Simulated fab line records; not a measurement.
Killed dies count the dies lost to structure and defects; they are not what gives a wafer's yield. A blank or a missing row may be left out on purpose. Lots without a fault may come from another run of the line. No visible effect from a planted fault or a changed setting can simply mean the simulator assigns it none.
Chamber matching    flow n5Finfet    rieDiel-03 running N5_DUMMY_GATE_HM_OPEN_21: 4 sister chambers
The step chemistry CH3F/O2, target SiNx, target depth 120 nm, time 171.4 s. 4 wafers are shown with their chamber, then 9 later ones without.

== WAFERS PAIRED WITH THEIR CHAMBERS ==
wafer   chamber  drypumpMotorCurrentA (A)
L079.6  0        5.3
L084.2  2        6.6
L084.4  3        6.4
L084.6  1        5.8

== WAFERS WHOSE CHAMBER IS MISSING ==
wafer   drypumpMotorCurrentA (A)
L085.1  5.8
L085.2  6.4
L085.6  6.4
L088.1  6.4
L088.2  5.3
L088.3  6.6
L093.1  5.2
L093.5  6.6
L093.6  5.3

== CHAMBER TAKEN BY EACH ==
wafer   from the rows above  in truth
L085.1  1                    1
L085.2  3                    3
L085.6  3                    3
L088.1  3                    3
L088.2  0                    0
L088.3  2                    2
L093.1  0                    0
L093.5  2                    2
L093.6  0                    0
Placed correctly: 9 of 9. Number that these rows cannot place: 0. 0 placed wrongly.
How it was worked out, from the rows above alone: a wafer's distance from a chamber is the root of the sum, over the readings, of the square of ((its reading less the chamber's mean) divided by the reading's scatter). The wafer belongs to the nearest chamber; if the next one is less than 2 further off, it can't be placed. The mean given for a chamber averages the wafers shown for that chamber. The scatter: with one shown wafer a chamber, the root of the mean of the squares of how far each hidden wafer lies from its nearest shown one.
